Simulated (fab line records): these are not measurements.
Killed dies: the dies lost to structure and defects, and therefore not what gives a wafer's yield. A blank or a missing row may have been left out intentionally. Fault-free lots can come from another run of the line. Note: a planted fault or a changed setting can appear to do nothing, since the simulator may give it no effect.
Comparing a struck lot with a sound one ; flow nand-harc ; 27 out of 1302 route steps
Sound: the wafers L904.3, L904.4, L904.6. Struck: wafers L918.2, L918.3, L918.6. At the end, the cause is stated.
At each step with rows: each side's tool, then ch and its chambers, then its first start. Under that, the readings that differ: sound wafers ; struck wafers ; difference of the means ; sigmas: that difference in standard deviations of wafers without a fault.
alike: words and numbers the same on both sides, and readings whose means are apart by under 2 such deviations; not compared: readings that were withheld, readings missing a value for some wafer, numbers with overlapping values and no deviation given by the record, and bounds like >300 which may hide the same value.
The two part at a step that has a row with sigmas, a row that says differs or no value, or rows on one side only. Numbers that have no deviation but don't overlap get no sigmas and don't part them. A reading missing from all wafers of one side parts the sides only when that side holds two or more wafers.

NHARC_P_M0_CMP_23: polishes, t overpolish 20 s, target thk 117.54 nm.
  sound on cmp-03 ch 0,2,3, day 9 02:04; struck on cmp-03 ch 0,1,2, day 14 14:28
  alike: motor-current-A, retaining-ring-pressure-frac, time-to-endpoint-s
NHARC_P_M0_THK_MEAS_24: measures by xrf.
  struck on film-metro-02, day 14 14:43; sound on film-metro-01, day 9 02:19
  alike: thk-nm
following that, these wafers have no rows for 1 step: NHARC_P_M0_SRD_25.
NHARC_P_M0_INSPECT_27:
  struck on defect-inspect-02, day 14 14:53; sound on defect-inspect-01, day 9 02:28
  alike: raw-defect-count
NHARC_P_M0_PRE_CLEAN_31: time 12 s.
  sound on pecvd-02 ch 0,2, day 9 02:34; struck on pecvd-04 ch 1,2, day 14 14:56
  alike: heater-power-w
NHARC_P_M0_DEP_32: deposits SiCN, target thk 30 nm.
  sound on pecvd-02 ch 0,2, day 9 02:42; struck on pecvd-04 ch 1,2, day 14 15:01
reading;sound;struck;difference;sigmas
heater-power-w (W);730 617 717;530 512 527;-165;-2
then, 5 steps without rows for these wafers: NHARC_P_M1_DEP_00 (deposits SiOC, target thk 182.5 nm); NHARC_P_M1_DEHYDRATE_01 (time 120 s); NHARC_P_M1_HMDS_02 (time 30 s); NHARC_P_M1_COAT_34 (time 65 s); NHARC_P_M1_COAT_03 (resist thk 90 nm).
NHARC_P_M1_SOFTBAKE_04: time 55 s.
  sound on litho-track-01 ch 0, day 9 03:00; struck on litho-track-06 ch 0, day 14 15:00
reading;sound;struck;difference;sigmas
heater-power-total-W (W);188.27 188.41 188.47;152.61 152.37 152.27;-35.97;-99 or more
then, 4 steps without rows for these wafers: NHARC_P_M1_EBR_05; NHARC_P_M1_EXPOSE_06 (exposes mask P M1, target cd 130 nm); NHARC_P_M1_PEB_07 (peb time 65 s); NHARC_P_M1_DEVELOP_08 (develop time 35 s).
NHARC_P_M1_CD_MEAS_09: target cd 130 nm.
  sound on cd-sem-02 ch 0, day 9 03:50; struck on cd-sem-03 ch 0, day 14 16:17
reading;sound;struck;difference;sigmas
cd-nm (nm);129.5 130.2 130.5;130.8 131.5 131.3;+1.1;+2
NHARC_P_M1_OVL_MEAS_10: pitch 260 nm.
  struck on overlay-01, day 14 16:22; sound on overlay-01, day 9 03:56
reading;sound;struck;difference;sigmas
overlay-y-nm (nm);-0.4 -0.4 -0.3;1.9 1.7 2.3;+2.3;+3
  alike: overlay-x-nm
NHARC_P_M1_INSPECT_11:
  struck on defect-inspect-01, day 14 16:24; sound on defect-inspect-01, day 9 03:58
  alike: raw-defect-count
NHARC_P_M1_DESCUM_14: chemistry O2, time 3 s.
  sound on rie-diel-06 ch 0,1, day 9 04:01; struck on rie-diel-11 ch 0,2, day 14 16:28
reading;sound;struck;difference;sigmas
model.P_M1.cd-nm (nm);129.3 129.2 130.1;131 131.7 131;+2;
  alike: drypump-motor-current-A, oes-product-au, rf-vpp-V, showerhead-plenum-p-Torr, throttle-valve-pct
  not compared: rf-hours-counter-h
NHARC_P_M1_ETCH_35: etches the open film in N2/H2, target depth 40 nm, overetch 12 nm, time 43.94 s.
  sound on rie-diel-06 ch 0,3, day 9 04:07; struck on rie-diel-11 ch 0,2,3, day 14 16:33
  alike: drypump-motor-current-A, n2-flow-sccm, oes-product-au, rf-vpp-V, showerhead-plenum-p-Torr, throttle-valve-pct
  not compared: rf-hours-counter-h
then, 1 step without rows for these wafers: NHARC_P_M1_ETCH_15 (etches the open film in C4F8/Ar, target depth 182.5 nm, time 91.2 s).
NHARC_P_M1_CD_MEAS_16:
  struck on cd-sem-03, day 14 16:46; sound on cd-sem-03, day 9 04:20
reading;sound;struck;difference;sigmas
cd-nm (nm);129.1 129.1 129.8;130.7 131.4 131.3;+1.8;+3
NHARC_P_M1_STRIP_18: strips in N2/H2.
  sound on rie-diel-11 ch 0,1,2, day 9 04:26; struck on rie-diel-11 ch 0,1,2, day 14 16:52
  alike: drypump-motor-current-A, n2-flow-sccm, oes-product-au, rf-vpp-V, showerhead-plenum-p-Torr, throttle-valve-pct
  not compared: rf-hours-counter-h
NHARC_P_M1_ETCH_28: etches the open film in CF4/N2, target depth 30 nm, time 72.99 s.
  sound on rie-diel-11 ch 0,1; struck on rie-diel-11 ch 0,1,2
reading;sound;struck;difference;sigmas
model.P_M1.cd-nm (nm);129 129.1 130.6;130.9 131.8 130.8;+1.6;
  alike: cf4-flow-sccm, drypump-motor-current-A, n2-flow-sccm, oes-product-au, rf-vpp-V, showerhead-plenum-p-Torr, throttle-valve-pct
  not compared: rf-hours-counter-h
then, 2 steps without rows for these wafers: NHARC_P_M1_STRIP_19 (strips in post etch residue remover, time 600 s); NHARC_END_SORT_01.

== WHERE THEY PART ==
First at NHARC_P_M0_DEP_32; last, within this record, at NHARC_P_M1_CD_MEAS_16. Later steps at which nothing parts them and some readings are alike: NHARC_P_M1_STRIP_18, NHARC_P_M1_ETCH_28.

WHY: what the simulator had put in
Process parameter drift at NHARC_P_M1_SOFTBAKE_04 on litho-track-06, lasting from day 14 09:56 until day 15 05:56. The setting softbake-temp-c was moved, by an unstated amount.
